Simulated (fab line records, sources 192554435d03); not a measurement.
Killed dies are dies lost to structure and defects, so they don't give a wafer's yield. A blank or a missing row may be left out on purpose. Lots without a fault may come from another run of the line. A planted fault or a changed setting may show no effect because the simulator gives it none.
fab line records | flow n5_finfet
record lots=9 wafers=27 last_day=17
route steps=1938 shown BEOL_M2@876 BEOL_M4@1111 PASSIVATION@1936
lots that met no fault: from a run of the same line without faults
start_h: hours from the record's first day to the start of the lot's first wafer shown | wait_h: hours since the lot's step before | " the same as in the row above | L1.1+2: a row that stands for several wafers | - no value, or no start given | * or withheld: withheld | < > ~ a bound
route shown NAME@n: a module of which the file shows steps, and the number in the route of the first | usual: mean/standard deviation of fault-free wafers | same: alike in all rows | chamber/n: place in a boat | sites: the reading at each site | _std_site: their standard deviation | _edge_site: outer sites' mean less inner sites' | radius_mm: how far each site lies from the wafer's centre | mask NAME#n: copy n | behind: the tool/chamber that last shaped the wafer | hold: why the lot was held/for how many hours/how that ended | device: the transistor (n, p or np) that didn't switch | end of line: the same wafers' tests at the end of the route | a step without rows: its recipe alone | killed: dies lost to structure and defects at the first sort, not the wafer's yield | map: a wafer's dies, x killed, . not, _ none there
set.NAME: the setting as run; set.NAME@STEP: as run at that earlier step | model.NAME: the simulator's own value behind a step, which no gauge read
steps of the route over a sample of lots; a table a step, a row a wafer
services: from which hour (start_h, from the record's first day; less than 0 if before it) a tool's chamber was out of use, for how many hours, and why
## steps
# step N5_BEOL_M2_CD_MEAS_28
# recipe target_cd_nm=26.2 landing_energy_ev=500 detector=se_inlens target_cd_y_nm=24.1 polarity=opening
# usual cd_nm=26.21/0.23
# columns lot.wafer tool chamber start_h wait_h cd_nm
L670.2 cd_sem-03 0 144.27 - 26.25
L670.5 " 0 " " 26.28
L670.6 " 0 " " 26.56
L671.1 cd_sem-01 0 145.82 - 26.76
L671.4 " 0 " " 26.31
L671.6 " 0 " " 25.86
L672.1 cd_sem-02 0 158.23 - 26.37
L672.4 " 0 " " 26.29
L672.5 " 0 " " 26.39
L676.1 cd_sem-02 0 184.95 - 26.33
L676.4 " 0 " " 26.14
L676.5 " 0 " " 25.97
L682.1 cd_sem-02 0 216.13 - 26.19
L682.4 " 0 " " 25.92
L682.6 " 0 " " 26.47
L683.1 cd_sem-01 0 226.57 - 25.91
L683.4 " 0 " " 25.75
L683.5 " 0 " " 26.12
L686.1 cd_sem-03 0 237.70 - 26.44
L686.3 " 0 " " 26.20
L686.6 " 0 " " 25.83
L691.2 cd_sem-01 0 263.98 - 26.31
L691.3 " 0 " " 26.43
L691.5 " 0 " " 26.45
L692.1 cd_sem-03 0 286.84 - 26.27
L692.2 " 0 " " 26.64
L692.3 " 0 " " 26.79
# step N5_BEOL_M2_TRENCH_ETCH_37
# recipe chemistry=C4F6/O2 target_depth_a=555.55 target=SiOC time_s=29.2 ion_energy_ev=250 pressure_mtorr=30 source_w=355 bias_w=185 Ar_flow_sccm=300 C4F6_flow_sccm=10 O2_flow_sccm=10
# usual drypump_motor_current_A=5.6/0.39 oes_product_au=0.80/0.089 rf_vpp_V=655/14 showerhead_plenum_p_Torr=2.83/0.078 throttle_valve_pct=20.74/0.26
# columns lot.wafer tool chamber start_h wait_h drypump_motor_current_A oes_product_au rf_hours_counter_h rf_vpp_V showerhead_plenum_p_Torr throttle_valve_pct
L670.2 rie_diel-01 0 145.83 - 5.8 0.73 200 671 2.70 20.73
L670.5 " 1 " " 5.7 0.85 - 651 2.91 20.43
L670.6 " 3 " " 5.3 0.71 - 659 2.97 20.96
L671.1 rie_diel-03 3 149.75 - 5.4 0.70 221 655 2.79 21.11
L671.4 " 2 " " 5.7 0.93 20 677 2.88 20.18
L671.6 " 1 " " 5.1 0.96 - 626 2.91 20.73
L672.1 rie_diel-01 1 163.43 - 5.8 0.85 55 650 2.91 20.46
L672.4 " 3 " " 5.3 0.71 181 659 2.97 20.97
L672.5 " 1 " " 5.8 0.85 - 650 2.91 20.45
L676.1 rie_diel-04 3 191.79 - 4.9 0.75 170 645 2.73 20.90
L676.4 " 1 " " 5.4 0.90 30 664 2.76 20.65
L676.5 " 3 " " 4.9 0.75 - 646 2.73 20.90
L682.1 rie_diel-01 2 224.47 - 5.9 0.90 23 649 2.83 20.80
L682.4 " 0 " " 5.7 0.72 227 670 2.68 20.77
L682.6 " 0 " " 5.7 0.72 - 672 2.68 20.75
L683.1 rie_diel-01 3 227.26 - 5.3 0.68 202 661 2.96 21.01
L683.4 " 2 " " 5.9 0.89 25 648 2.83 20.79
L683.5 " 2 " " 5.9 0.90 - 648 2.83 20.78
L686.1 rie_diel-03 0 244.32 - 6.4 0.70 208 644 2.83 21.08
L686.3 " 2 " " 5.6 0.86 51 675 2.86 20.23
L686.6 " 0 " " 6.4 0.70 - 643 2.83 21.07
L691.2 rie_diel-04 3 267.61 - 4.9 0.74 187 646 2.72 20.92
L691.3 " 1 " " 5.4 0.84 64 662 2.75 20.68
L691.5 " 3 " " 4.9 0.73 - 644 2.72 20.94
L692.1 rie_diel-03 1 287.46 - 5.1 0.84 49 626 2.89 20.78
L692.2 " 3 " " 5.4 0.95 10 654 2.77 20.81
L692.3 " 2 " " 5.6 0.85 67 675 2.86 20.27
# step N5_BEOL_M2_OCD_MEAS_38
# usual trench_depth_nm=55.8/1.1
# columns lot.wafer tool chamber start_h wait_h trench_depth_nm
L670.2 ocd-02 - 145.99 - 56.4
L670.5 " - " " 56.4
L670.6 " - " " 55.4
L671.1 ocd-02 - 149.91 - 55.6
L671.4 " - " " 57.5
L671.6 " - " " 56.5
L672.1 ocd-02 - 163.58 - 56.6
L672.4 " - " " 55.5
L672.5 " - " " 56.9
L676.1 ocd-02 - 191.95 - 53.6
L676.4 " - " " 56.5
L676.5 " - " " 53.2
L682.1 ocd-02 - 224.62 - 52.4
L682.4 " - " " 56.2
L682.6 " - " " 55.9
L683.1 ocd-02 - 227.42 - 51.3
L683.4 " - " " 55.2
L683.5 " - " " 55.3
L686.1 ocd-02 - 244.48 - 54.3
L686.3 " - " " 55.5
L686.6 " - " " 54.0
L691.2 ocd-02 - 267.76 - 53.6
L691.3 " - " " 56.0
L691.5 " - " " 53.3
L692.1 ocd-02 - 287.62 - 56.3
L692.2 " - " " 57.1
L692.3 " - " " 56.0
# step N5_BEOL_M2_SURFACE_TREAT_85
# recipe gas=Ar time_s=* ion_energy_ev=* ion_current_ma_cm2=0.5 pressure_mtorr=* ar_flow_sccm=30
# usual pressure_mtorr=* throttle_valve_pct=*
# columns lot.wafer tool chamber start_h wait_h pressure_mtorr throttle_valve_pct
L670.2 pvd_sputter-01 - 147.10 0.1 * *
L670.5 " - " " * *
L670.6 " - " " * *
L671.1 pvd_sputter-03 - 150.83 0.2 * *
L671.4 " - " " * *
L671.6 " - " " * *
L672.1 pvd_sputter-02 - 165.42 0.2 * *
L672.4 " - " " * *
L672.5 " - " " * *
L676.1 pvd_sputter-01 - 193.00 0.1 * *
L676.4 " - " " * *
L676.5 " - " " * *
L682.1 pvd_sputter-01 - 225.21 0.1 * *
L682.4 " - " " * *
L682.6 " - " " * *
L683.1 pvd_sputter-01 - 230.57 0.2 * *
L683.4 " - " " * *
L683.5 " - " " * *
L686.1 pvd_sputter-01 - 245.24 0.1 * *
L686.3 " - " " * *
L686.6 " - " " * *
L691.2 pvd_sputter-01 - 268.82 0.1 * *
L691.3 " - " " * *
L691.5 " - " " * *
L692.1 pvd_sputter-03 - 290.07 1.8 * *
L692.2 " - " " * *
L692.3 " - " " * *
# step N5_BEOL_M2_ANNEAL_49
# recipe temp_c=400 time_s=240 ambient=vacuum
# usual heater_power_w=803/91 susceptor_temp_C=399.99/0.21 susceptor_temp_C_max=401.2/0.38
# columns lot.wafer tool chamber start_h wait_h heater_power_w susceptor_temp_C susceptor_temp_C_max
L670.2 pvd_sputter-01 - 147.42 0.0 934 400.36 401.3
L670.5 " - " " 681 399.95 401.7
L670.6 " - " " 713 399.76 401.1
L671.1 pvd_sputter-03 - 151.23 0.0 980 400.09 401.2
L671.4 " - " " 849 399.98 401.0
L671.6 " - " " 832 400.18 401.1
L672.1 pvd_sputter-02 - 165.76 0.0 716 400.40 401.5
L672.4 " - " " 816 399.99 400.6
L672.5 " - " " 728 400.30 401.2
L676.1 pvd_sputter-02 - 193.36 0.0 860 400.15 401.0
L676.4 " - " " 716 400.16 401.2
L676.5 " - " " 864 399.97 400.7
L682.1 pvd_sputter-01 - 225.53 0.0 704 399.83 401.2
L682.4 " - " " 936 399.90 400.9
L682.6 " - " " 905 399.90 401.0
L683.1 pvd_sputter-01 - 230.89 0.0 716 399.88 400.9
L683.4 " - " " 760 399.89 401.3
L683.5 " - " " 734 399.73 401.2
L686.1 pvd_sputter-02 - 245.61 0.0 720 400.03 401.2
L686.3 " - " " 856 400.11 400.9
L686.6 " - " " 706 400.10 401.2
L691.2 pvd_sputter-01 - 269.12 0.0 718 399.86 401.2
L691.3 " - " " 734 400.15 401.3
L691.5 " - " " 762 400.08 401.7
L692.1 pvd_sputter-02 - 290.57 0.0 710 399.73 400.9
L692.2 " - " " 819 400.01 401.1
L692.3 " - " " 812 399.99 401.8
# step N5_BEOL_M4_RC_MEAS_101
# usual DIBL_N=36.2/2 DIBL_P=36.1/2.4 IOFF_N=0.16/0.035 IOFF_P=0.22/0.041 ION_N=675/14 ION_P=465/8.6 SS_N=71.5/0.64 SS_P=73.2/0.76 VT_N=250/3.9 VT_P=-249/3.4
# columns lot.wafer tool chamber start_h wait_h DIBL_N[mV/V] DIBL_P[mV/V] IOFF_N[nA/um] IOFF_P[nA/um] ION_N[uA/um] ION_P[uA/um] SS_N[mV/dec] SS_P[mV/dec] VT_N[mV] VT_P[mV]
L671.1 prober-01 0 177.80 0.0 36.6 36.9 0.16 0.21 677 460 71.8 72.8 248 -249
L671.4 " 0 " " 35.3 34.8 0.14 0.18 687 471 70.9 72.4 249 -251
L671.6 " 0 " " 35.0 34.3 0.13 0.19 670 463 71.4 72.1 249 -249
L670.2 prober-01 0 191.76 0.2 34.7 37.9 0.14 0.24 670 471 70.7 73.3 253 -247
L670.5 " 0 " " 35.5 37.3 0.15 0.23 667 460 71.5 73.1 252 -249
L670.6 " 0 " " 35.6 38.7 0.15 0.26 663 470 71.1 74.4 251 -245
L672.1 prober-02 0 196.07 0.0 36.6 35.9 0.18 0.23 688 476 71.7 73.7 245 -248
L672.4 " 0 " " 35.0 33.7 0.14 0.18 659 447 71.1 72.8 251 -252
L672.5 " 0 " " 37.3 37.3 0.20 0.25 688 469 71.7 74.3 241 -246
L676.1 prober-01 0 225.70 0.0 38.1 38.1 0.19 0.27 684 475 71.7 73.3 246 -244
L676.4 " 0 " " 35.5 34.8 0.14 0.23 669 472 71.5 72.6 253 -249
L676.5 " 0 " " 39.5 39.4 0.23 0.31 694 474 72.5 74.0 246 -245
L682.1 prober-01 0 255.86 0.0 37.1 38.2 0.16 0.24 678 467 71.9 73.2 249 -248
L682.4 " 0 " " 35.0 35.3 0.13 0.19 661 461 71.2 72.9 254 -249
L682.6 " 0 " " 36.6 38.1 0.16 0.23 679 472 71.1 73.7 251 -248
L683.1 prober-01 0 262.25 0.0 38.9 38.2 0.21 0.26 693 479 72.0 73.1 242 -246
L683.4 " 0 " " 39.1 38.8 0.21 0.28 697 473 71.6 74.4 247 -244
L683.5 " 0 " " 36.9 34.9 0.16 0.22 672 459 71.2 74.1 247 -249
L686.1 prober-02 0 272.29 0.0 34.9 33.2 0.13 0.18 677 466 70.9 72.7 251 -251
L686.3 " 0 " " 38.7 37.5 0.19 0.24 674 463 72.2 74.4 248 -247
L686.6 " 0 " " 40.8 40.7 0.24 0.28 703 472 72.0 74.0 243 -247
L691.2 prober-01 0 298.72 0.2 36.4 34.9 0.14 0.19 669 456 71.8 72.9 253 -251
L691.3 " 0 " " 37.7 37.5 0.19 0.22 682 464 71.5 74.7 247 -251
L691.5 " 0 " " 38.0 37.4 0.18 0.24 678 461 72.2 74.3 250 -246
L692.1 prober-01 0 314.81 0.0 36.4 36.3 0.15 0.18 654 446 71.6 73.3 257 -255
L692.2 " 0 " " 36.0 36.5 0.14 0.18 671 454 71.5 73.3 254 -254
L692.3 " 0 " " 33.9 33.8 0.12 0.16 669 458 70.8 71.7 254 -256
# step N5_PASSIVATION_PROBE_49
# usual defect_limited_yield=91.1/1.4 killed_at_M0_to_M3=36/9.9 killed_at_M4_up=13/5.8 killed_at_contacts=14/5.9 killed_at_front_end=39/11 killed_at_other=3.4/2.9 killed_dies=105/17 killed_on_rim=15/3.9 killed_open=70/13 killed_short=34/7.3 sort_bin_5_function=5.3/1 sort_bin_6_memory=3.3/0.62 sort_n_pass=1075/17 sort_yield_pct=91.1/1.4
# same gross_dies=1180 killed_at_back_side=0 sort_bin_4_leakage[%]=0 sort_bin_8_speed[%]=0
# columns lot.wafer tool chamber start_h wait_h defect_limited_yield[%] killed_at_M0_to_M3 killed_at_M4_up killed_at_contacts killed_at_front_end killed_at_other killed_dies killed_on_rim killed_open killed_short sort_bin_5_function[%] sort_bin_6_memory[%] sort_n_pass sort_yield_pct[%]
L671.1 prober-01 - 292.63 0.0 90.4 36 12 16 44 5 113 16 75 36 5.9 3.1 1067 90.4
L671.4 prober-01 - 292.78 0.2 92.4 35 17 10 23 5 90 14 57 33 4.3 3.3 1090 92.4
L671.6 prober-01 - 292.88 0.3 90.3 39 9 16 45 6 115 18 77 37 6.2 3.0 1065 90.3
L670.2 prober-02 - 294.06 0.1 90.6 43 9 9 42 8 111 15 78 33 5.1 4.2 1069 90.6
L670.5 prober-02 - 294.21 0.2 89.5 55 8 9 48 4 124 16 87 37 7.3 3.1 1056 89.5
L670.6 prober-02 - 294.26 0.3 93.3 33 11 10 23 2 79 6 51 28 3.3 3.1 1101 93.3
L683.1 prober-02 - 384.58 0.0 91.9 30 11 11 40 3 95 11 70 25 5.3 2.8 1085 91.9
L683.4 prober-02 - 384.73 0.2 91.5 35 12 18 31 4 100 9 70 30 4.7 3.3 1080 91.5
# killed by level:class
L671.1 BEOL_M3:geometric_particle:open=13 FIN_SAQP:geometric_particle:short=12 MOL_CONTACT_COAG:geometric_particle:open=12 FIN_SAQP:geometric_particle:open=10 STI_FIN_REVEAL:geometric_particle:open=6 BEOL_M1:geometric_particle:open=6 MOL_CONTACT_COAG:geometric_particle:short=4 BEOL_M2:geometric_particle:open=4
L671.4 MOL_CONTACT_COAG:geometric_particle:open=9 FIN_SAQP:geometric_particle:short=7 BEOL_M0:geometric_particle:open=7 BEOL_M2:geometric_particle:open=7 GATE_CUT:geometric_particle:short=5 BEOL_M1:geometric_particle:short=5 BEOL_M1:geometric_particle:open=5 FIN_SAQP:geometric_particle:open=4
L671.6 MOL_CONTACT_COAG:geometric_particle:open=11 BEOL_M0_SAQP:geometric_particle:open=11 STI_FIN_REVEAL:geometric_particle:open=10 BEOL_M0_SAQP:geometric_particle:short=8 FIN_SAQP:geometric_particle:open=7 BEOL_M3:geometric_particle:open=7 BEOL_M1:geometric_particle:short=6 DUMMY_GATE:geometric_particle:open=5
L670.2 STI_FIN_REVEAL:geometric_particle:open=18 BEOL_M0_SAQP:geometric_particle:short=14 BEOL_M3:geometric_particle:open=10 DUMMY_GATE:geometric_particle:open=8 MOL_CONTACT_COAG:geometric_particle:open=8 BEOL_M0_SAQP:geometric_particle:open=7 BEOL_M0:geometric_particle:open=5 STI_FIN_REVEAL:geometric_particle:short=4
L670.5 STI_FIN_REVEAL:geometric_particle:open=18 BEOL_M0_SAQP:geometric_particle:open=14 BEOL_M0:geometric_particle:open=11 BEOL_M0_SAQP:geometric_particle:short=9 BEOL_M2:geometric_particle:open=7 MOL_CONTACT_COAG:geometric_particle:open=6 BEOL_M2:geometric_particle:short=5 BEOL_M3:geometric_particle:open=5
L670.6 BEOL_M3:geometric_particle:open=8 BEOL_M2:geometric_particle:open=7 MOL_CONTACT_COAG:geometric_particle:open=6 BEOL_M0_SAQP:geometric_particle:short=6 BEOL_M3:geometric_particle:short=5 STI_FIN_REVEAL:geometric_particle:open=5 STI_FIN_REVEAL:geometric_particle:short=4 MOL_CONTACT_COAG:geometric_particle:short=4
L683.1 MOL_CONTACT_COAG:geometric_particle:open=10 FIN_SAQP:geometric_particle:open=9 DUMMY_GATE:geometric_particle:open=9 BEOL_M2:geometric_particle:open=9 BEOL_M0_SAQP:geometric_particle:short=7 STI_FIN_REVEAL:geometric_particle:open=7 BEOL_M0_SAQP:geometric_particle:open=7 FIN_SAQP:geometric_particle:short=5
L683.4 MOL_CONTACT_COAG:geometric_particle:open=16 DUMMY_GATE:geometric_particle:open=13 BEOL_M0_SAQP:geometric_particle:short=8 BEOL_M3:geometric_particle:open=7 BEOL_M0_SAQP:geometric_particle:open=6 STI_FIN_REVEAL:geometric_particle:open=5 BEOL_M2:geometric_particle:open=5 BEOL_M1:geometric_particle:open=4
## services
# columns tool chamber start_h hours kind
rie_diel-01 2 131.19 - clean
rie_diel-01 2 131.19 - consumable_replace:esc
rie_diel-01 2 131.19 - consumable_replace:focus_ring
rie_diel-01 2 131.19 22.0 scheduled_down
rie_diel-01 2 131.19 22.0 vent_cycle
rie_diel-01 0 134.94 7.9 repair
pvd_sputter-01 - 163.99 2.8 repair
rie_diel-03 1 188.21 2.4 repair
rie_diel-01 1 202.82 3.8 repair
rie_diel-04 3 218.89 32.8 repair
rie_diel-03 3 234.65 - clean
rie_diel-03 3 234.65 - consumable_replace:focus_ring
rie_diel-03 3 234.65 20.9 scheduled_down
rie_diel-03 3 234.65 20.9 vent_cycle
rie_diel-01 - 236.60 0.2 repair
rie_diel-04 0 251.90 - clean
rie_diel-04 0 251.90 - consumable_replace:focus_ring
rie_diel-04 0 251.90 31.1 scheduled_down
rie_diel-04 0 251.90 31.1 vent_cycle
## key
first_sign step=N5_BEOL_M2_OCD_MEAS_38 reading=trench_depth_nm direction=down sigmas=3.6 usual=55.8 struck=51.8
effect none on later readings
met_at N5_BEOL_M2_TRENCH_ETCH_37
struck_lots L682,L683
struck_wafers L682.1,L683.1
not_acting_at N5_BEOL_M2_CD_MEAS_28,N5_BEOL_M2_SURFACE_TREAT_85,N5_BEOL_M2_ANNEAL_49
onset_between 163.43 224.47
fault kind=process_parameter_drift tool=rie_diel-01 chamber=- onset_h=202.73 steps=N5_BEOL_M2_TRENCH_ETCH_37 channel=target_depth_a offset=-27.75 shape=step end_h=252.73 scope=struck_wafers_only acts_in=these_recipes_only stated=555.55
